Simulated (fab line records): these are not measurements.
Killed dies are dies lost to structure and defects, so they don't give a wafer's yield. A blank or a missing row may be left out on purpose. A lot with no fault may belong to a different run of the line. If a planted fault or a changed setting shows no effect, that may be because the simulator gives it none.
A struck lot beside a sound one || flow nand-harc || 15 out of 1159 route steps
Sound: these wafers, L643.1, L643.5, L643.6. Struck: wafer L652.3. (L652.6 of the same lot was not struck and is left out.) The cause comes at the end.
For every step that has rows: the tool of each side, followed by ch and its chambers, followed by its first start. Under that, the readings that differ: sound wafers || struck wafers || difference of the means || sigmas: that difference in standard deviations of wafers without a fault.
alike: readings with means less than 2 such deviations apart, plus words and numbers identical on both sides. not compared: withheld readings, readings lacking a value on some wafer, bounds such as >300 that could conceal the same value, and numbers that have no deviation in the record and whose values overlap.
Wherever a step has rows on one side only, a row that says differs or no value, or a row with sigmas, the two part there. When numbers do not overlap yet have no deviation, they are printed without sigmas and do not part them. Lack of a reading on every wafer of one side parts them only where that side has two or more wafers.

first, 1 step without rows for these wafers: NHARC_A_ONON_D1_DEP_09 (target thk 1000 nm).
NHARC_A_ONON_D1_THK_MEAS_11: measures by ellipsometry.
  sound on film-metro-01, day 8 17:34; struck on film-metro-01, day 11 17:34
  alike: thk-nm
following that, 1 step holds no rows for these wafers, namely NHARC_A_ONON_D1_DEP_12 (target thickness 1000 nm).
NHARC_A_ONON_D1_THK_MEAS_14: measures by ellipsometry.
  sound on film-metro-01, day 8 18:10; struck on film-metro-01, day 11 18:09
{"reading": "thk-nm (nm)", "sound": "978 978 979", "struck": 1005, "difference": "+27", "sigmas": "+3"}
then, 2 steps without rows for these wafers: NHARC_A_ONON_D1_ANNEAL_15 (time 3600 s); NHARC_A_ONON_D1_DEP_16 (target thk 1000 nm).
NHARC_A_ONON_D1_THK_MEAS_18: measures by ellipsometry.
  sound on film-metro-02, day 9 01:39; struck on film-metro-02, day 12 00:55
  alike: thk-nm
following that, 1 step holds no rows for these wafers, namely NHARC_A_ONON_D1_DEP_19 (target thickness 1000 nm).
NHARC_A_ONON_D1_THK_MEAS_21: measures by ellipsometry.
  sound on film-metro-01, day 9 02:13; struck on film-metro-02, day 12 01:30
  alike: thk-nm
following that, 1 step holds no rows for these wafers, namely NHARC_A_ONON_D1_DEP_22 (target thickness 1000 nm).
NHARC_A_ONON_D1_THK_MEAS_24: measures by ellipsometry.
  sound on film-metro-02, day 9 02:49; struck on film-metro-02, day 12 02:04
  alike: thk-nm
NHARC_A_ONON_D1_DEP_25: target thk 1000 nm.
  sound on pecvd-onon-03 ch 0, day 9 02:52; struck on pecvd-onon-04 ch 0, day 12 02:14
NHARC_A_ONON_D1_THK_MEAS_27: measures by ellipsometry.
  sound on film-metro-02, day 9 03:23; struck on film-metro-01, day 12 02:39
{"reading": "thk-nm (nm)", "sound": "996 995 996", "struck": 1391, "difference": "+395", "sigmas": "+43"}
following that, 1 step holds no rows for these wafers, namely NHARC_A_ONON_D1_DEP_28 (target thickness 1000 nm).
-- the record jumps here: 12 days lie between the struck wafers' starts before and after (it left off in module A_ONON_D1 and takes up again in module END, whose first step shown is number 1159 of the route) --
NHARC_END_SORT_01:
  here the record holds rows for the struck wafers (prober-01 ch 0, day 23 22:01) but none for the sound ones

WHERE THEY PART
Last at NHARC_END_SORT_01 as far as this record goes, first at NHARC_A_ONON_D1_THK_MEAS_14.

WHY: whatever the simulator had introduced
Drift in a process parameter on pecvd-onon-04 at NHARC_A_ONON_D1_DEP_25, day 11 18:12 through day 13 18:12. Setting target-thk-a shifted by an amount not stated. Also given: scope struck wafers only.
